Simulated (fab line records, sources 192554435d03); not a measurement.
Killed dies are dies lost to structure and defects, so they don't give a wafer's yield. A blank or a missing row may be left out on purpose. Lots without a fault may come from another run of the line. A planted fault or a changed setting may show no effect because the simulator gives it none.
Chamber matching | flow n5_finfet | N5_MOL_CONTACT_COAG_CMP_28 on cmp-03: 4 sister chambers
The step polishes, stops on SiNx, t overpolish 0.85 s, target thk 14.522 nm. 8 wafers are shown with their chamber, then 12 later ones without.

WAFERS WITH THEIR CHAMBER
wafer  | chamber | motor_current_A (A) | time_to_endpoint_s (s)
L083.4 | 0       | 13.5                | 8.1
L083.6 | 0       | 13.2                | 9.8
L084.2 | 3       | 12.2                | 9.6
L084.3 | 1       | 12.4                | 7.3
L084.4 | 2       | 11.4                | 8.8
L085.4 | 1       | 12.0                | 6.4
L085.5 | 3       | 11.3                | 6.2
L085.6 | 2       | 10.7                | 6.3

WAFERS WITHOUT THEIR CHAMBER
wafer  | motor_current_A (A) | time_to_endpoint_s (s)
L086.2 | 12.8                | 7.0
L086.4 | 11.5                | 6.5
L086.5 | 10.6                | 9.9
L088.1 | 11.1                | 8.7
L088.3 | 11.8                | 6.2
L088.4 | 12.0                | 6.1
L094.2 | 12.3                | 5.9
L094.3 | 10.4                | 8.8
L094.6 | 11.5                | 3.9
L095.1 | 13.1                | 13.3
L095.3 | 11.5                | 9.4
L095.5 | 12.8                | 10.3

WHICH CHAMBER EACH WENT THROUGH
wafer  | from the rows above          | in truth
L086.2 | can't be placed: 1 or 0 or 3 | 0
L086.4 | can't be placed: 3 or 2 or 1 | 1
L086.5 | can't be placed: 2 or 3      | 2
L088.1 | can't be placed: 2 or 3      | 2
L088.3 | can't be placed: 1 or 3 or 2 | 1
L088.4 | can't be placed: 1 or 3 or 2 | 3
L094.2 | can't be placed: 1 or 3      | 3
L094.3 | can't be placed: 2 or 3      | 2
L094.6 | can't be placed: 1 or 2 or 3 | 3
L095.1 | can't be placed: 0 or 1 or 3 | 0
L095.3 | can't be placed: 3 or 2 or 1 | 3
L095.5 | can't be placed: 0 or 1 or 3 | 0
Placed correctly: 0 of 12. Can't be placed from these rows: 12 (the true chamber is among the candidates in 12). Placed wrongly: 0.
How it was worked out, from the rows above alone: a wafer's distance from a chamber is the root of the sum, over the readings, of the square of ((its reading less the chamber's mean) divided by the reading's scatter). The wafer belongs to the nearest chamber; if the next one is less than 2 further off, it can't be placed. A chamber's mean is the mean of its shown wafers. The scatter: the root of (the sum of the squares of (reading less its chamber's mean) over the shown wafers, divided by (wafers less chambers)).
